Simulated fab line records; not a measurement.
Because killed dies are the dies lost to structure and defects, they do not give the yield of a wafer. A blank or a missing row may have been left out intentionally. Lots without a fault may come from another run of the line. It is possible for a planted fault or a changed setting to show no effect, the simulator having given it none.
Which tool was responsible? ; flow nand-harc ; 12 lots, 36 wafers sampled, at 5 steps of a route of 1159

## WHAT EACH GAUGE READ, for each wafer
NHARC_HYBRID_BOND_OVL_MEAS_05. Usual: overlay-x-nm 0 nm, standard deviation 33; overlay-y-nm 1 nm, standard deviation 32.
lot;measured;on;overlay-x-nm (nm);overlay-y-nm (nm);flag
L293;day 18 14:53;overlay-02;68 -14 70;-22 82 -79;
L294;day 18 14:53;overlay-01;14 34 -17;-40 -5 -68;
L295;day 18 23:32;overlay-01;35 9 15;-37 31 -14;
L296;day 18 14:54;overlay-02;-7 18 -46;59 -3 58;
L297;day 19 15:22;overlay-01;11 -22 -38;-10 22 -8;
L298;day 20 03:28;overlay-02;4 18 -59;0 -11 16;
L299;day 20 20:48;overlay-01;24 -11 -68;10 52 37;
L300;day 20 20:47;overlay-01;24 -3 -75;5 18 -35;
L302;day 20 20:48;overlay-02;-25 7 -40;-2 -24 15;
L309;day 22 06:31;overlay-01;-18 15 -20;55 -5 19;
L311;day 23 09:49;overlay-02;-72 -36 -6;-49 30 35;
L315;day 24 15:12;overlay-01;-24 -1 41;-16 -25 42;

NHARC_END_SORT_01. Usual: defect-limited-yield 95.2 %, standard deviation 1.4; killed-at-array 28, standard deviation 8.9; killed-at-other 0.8, standard deviation 1.2; killed-at-periphery 3.3, standard deviation 2.3; killed-dies 32, standard deviation 9.4; killed-open 3.2, standard deviation 1.8; killed-short 1.9, standard deviation 1.4; sort_bin_2_pct 1.4 %, standard deviation 0.56; sort_bin_3_pct 0.26 %, standard deviation 0.21; sort_bin_4_pct 3.1 %, standard deviation 1; sort-n-pass 645, standard deviation 9.4; sort-rim-yield-pct 95.7 %, standard deviation 2.4; sort-yield-pct 95.2 %, standard deviation 1.4.
lot;measured;on;defect-limited-yield (%);killed-at-array;killed-at-other;killed-at-periphery;killed-dies;killed-open;killed-short;sort_bin_2_pct (%);sort_bin_3_pct (%);sort_bin_4_pct (%);sort-n-pass;sort-rim-yield-pct (%);sort-yield-pct (%);flag
L298;day 20 21:05;prober-01;96.9 97.2 96.8;20 16 20;0 1 0;1 2 2;21 19 22;1 1 2;1 2 2;1.0 0.6 1.0;0.15 0.44 0.15;1.9 1.8 2.1;656 658 655;100.0 98.1 94.3;96.9 97.2 96.8;
L300;day 21 14:46;prober-02;96.0 94.8 97.0;23 28 17;0 0 0;4 7 3;27 35 20;2 5 5;5 2 0;1.5 1.8 0.9;0.15 0.15 0.15;2.4 3.2 1.9;650 642 657;98.1 99.1 96.2;96.0 94.8 97.0;
L309;day 23 05:02;prober-01;78.9 93.6 94.4;35 32 26;4 3 5;104 8 7;143 43 38;5 3 1;0 2 3;7.8 1.8 0.9;4.73 0.44 0.30;8.6 4.1 4.4;534 634 639;91.5 94.3 90.6;78.9 93.6 94.4;OFF

## WHAT TOOL EACH LOT RAN ON (gives the tool, then ch and the chambers of the sampled wafers, and finally the start)
lot;NHARC_P_BONDPAD_PVD_17;NHARC_THIN_TSV_DEP_47;NHARC_THIN_TSV_ETCH_59
L293;pvd-sputter-02, day 6 02:04;pecvd-03 ch 1,2, day 18 20:48;rie-metal-03 ch 0,1, day 19 01:16
L294;pvd-sputter-03, day 6 19:52;pecvd-02 ch 0,1, day 18 23:07;rie-metal-02 ch 0,1, day 19 03:43
L295;pvd-sputter-02, day 6 20:51;pecvd-01 ch 0,1, day 19 04:04;rie-metal-02 ch 0,1, day 19 08:22
L296;pvd-sputter-03, day 6 21:53;pecvd-03 ch 0,2, day 19 00:20;rie-metal-03 ch 0,1, day 19 04:56
L297;pvd-sputter-03, day 7 19:37;pecvd-01 ch 0,1,2, day 19 20:26;rie-metal-02 ch 0,1, day 20 00:51
L298;pvd-sputter-02, day 7 20:19;pecvd-01 ch 0,1, day 20 08:10;rie-metal-02 ch 0,1, day 20 12:29
L299;pvd-sputter-03, day 8 06:13;pecvd-01 ch 0,1,2, day 21 03:51;rie-metal-02 ch 0, day 21 08:07
L300;pvd-sputter-03, day 8 10:58;pecvd-02 ch 1,2, day 21 01:24;rie-metal-02 ch 0, day 21 05:55
L302;pvd-sputter-03, day 8 17:58;pecvd-02 ch 1,2, day 21 02:47;rie-metal-03 ch 0,1, day 21 07:20
L309;pvd-sputter-03, day 10 12:35;pecvd-01 ch 1,2, day 22 11:41;rie-metal-01 ch 0,1, day 22 16:56
L311;pvd-sputter-01, day 10 21:00;pecvd-02 ch 1,2, day 23 15:49;rie-metal-01 ch 0,1, day 23 20:49
L315;pvd-sputter-01, day 11 20:08;pecvd-01 ch 1,2, day 24 19:47;rie-metal-03 ch 0,1, day 25 00:06
- NHARC_P_BONDPAD_PVD_17: deposits TaN, target thk 5 nm, time 8.06 s.
- NHARC_THIN_TSV_DEP_47: deposits SiO2, target thk 200 nm.
- NHARC_THIN_TSV_ETCH_59: etches the open film in Cl2/BCl3, target depth 880 nm, time 138.1 s.

## AS READ BY THE TOOLS THEMSELVES (means over the sampled wafers that have a number; for cases with no such wafer, the mark the record gives instead)
NHARC_P_BONDPAD_PVD_17. Usual: throttle-valve-pct reads 30.0 % (standard deviation 0.9).
lot;tool;throttle-valve-pct (%);flag
L293;pvd-sputter-02;30.0;
L294;pvd-sputter-03;30.1;
L295;pvd-sputter-02;30.1;
L296;pvd-sputter-03;30.2;
L297;pvd-sputter-03;30.6;
L298;pvd-sputter-02;29.4;
L299;pvd-sputter-03;30.1;
L300;pvd-sputter-03;30.4;
L302;pvd-sputter-03;30.5;
L309;pvd-sputter-03;30.7;
L311;pvd-sputter-01;29.7;
L315;pvd-sputter-01;29.7;

NHARC_THIN_TSV_DEP_47. Usual: showerhead-vpp-V 1829 V, standard deviation 78; throttle-valve-pct 15.9 %, standard deviation 0.54.
lot;tool;showerhead-vpp-V (V);throttle-valve-pct (%);flag
L293;pecvd-03;1822;16.5;
L294;pecvd-02;1834;15.6;
L295;pecvd-01;1810;15.9;
L296;pecvd-03;1782;16.8;
L297;pecvd-01;1792;15.9;
L298;pecvd-01;1816;15.9;
L299;pecvd-01;1787;15.8;
L300;pecvd-02;1844;15.9;
L302;pecvd-02;1896;15.8;
L309;pecvd-01;1792;15.5;
L311;pecvd-02;1854;16.2;
L315;pecvd-01;1747;15.9;

NHARC_THIN_TSV_ETCH_59. Usual: bcl3-flow-sccm 30.01 sccm, standard deviation 0.08; drypump-motor-current-A 5.5 A, standard deviation 0.4; oes-product-au 1.000 a.u., standard deviation 0.0076; throttle-valve-pct 22.264 %, standard deviation 0.0097.
lot;tool;bcl3-flow-sccm (sccm);drypump-motor-current-A (A);oes-product-au (a.u.);throttle-valve-pct (%);flag
L293;rie-metal-03;29.99;5.4;1.001;22.263;
L294;rie-metal-02;30.00;5.3;1.007;22.260;
L295;rie-metal-02;30.08;5.2;1.009;22.259;
L296;rie-metal-03;30.03;5.3;0.995;22.271;
L297;rie-metal-02;30.05;5.3;1.001;22.262;
L298;rie-metal-02;29.93;5.2;1.003;22.258;
L299;rie-metal-02;29.94;5.4;1.004;22.257;
L300;rie-metal-02;30.05;5.4;1.007;22.258;
L302;rie-metal-03;30.00;5.7;0.991;22.269;
L309;rie-metal-01;30.03;5.5;1.001;22.269;
L311;rie-metal-01;30.10;5.7;1.006;22.274;
L315;rie-metal-03;29.97;5.7;0.996;22.265;

## THE ANSWER, worked out from the rows above alone
Rule: lot off if the mean of its wafers having a number is beyond 3 standard deviations from the usual mean. A lot without any number at a reading at which 4 lots or more have one is off too. The other lots that the step has rows for count as sound. First the gauges in route order, then the tools' own readings, where a lot's mean is used as printed above. At the first step where some lot is off, the reading lying furthest off is the one used; lots without a number count as furthest.
Off, at NHARC_END_SORT_01 on killed-at-periphery: L309. Neither off nor sound, because the step has no rows for them: L293, L294, L295, L296, L297, L299, L302, L311, L315.
A tool fits if, at a process step before that reading, it ran every lot that is off, and no sound lot after the first of them. Those tools and the gauges at NHARC_END_SORT_01 are tried in the same way. Can't be told from this: 4 tools fit, pvd-sputter-03 at NHARC_P_BONDPAD_PVD_17, pecvd-01 at NHARC_THIN_TSV_DEP_47, rie-metal-01 at NHARC_THIN_TSV_ETCH_59, prober-01 at NHARC_END_SORT_01.

## WHAT THE SIMULATOR HAD INSERTED
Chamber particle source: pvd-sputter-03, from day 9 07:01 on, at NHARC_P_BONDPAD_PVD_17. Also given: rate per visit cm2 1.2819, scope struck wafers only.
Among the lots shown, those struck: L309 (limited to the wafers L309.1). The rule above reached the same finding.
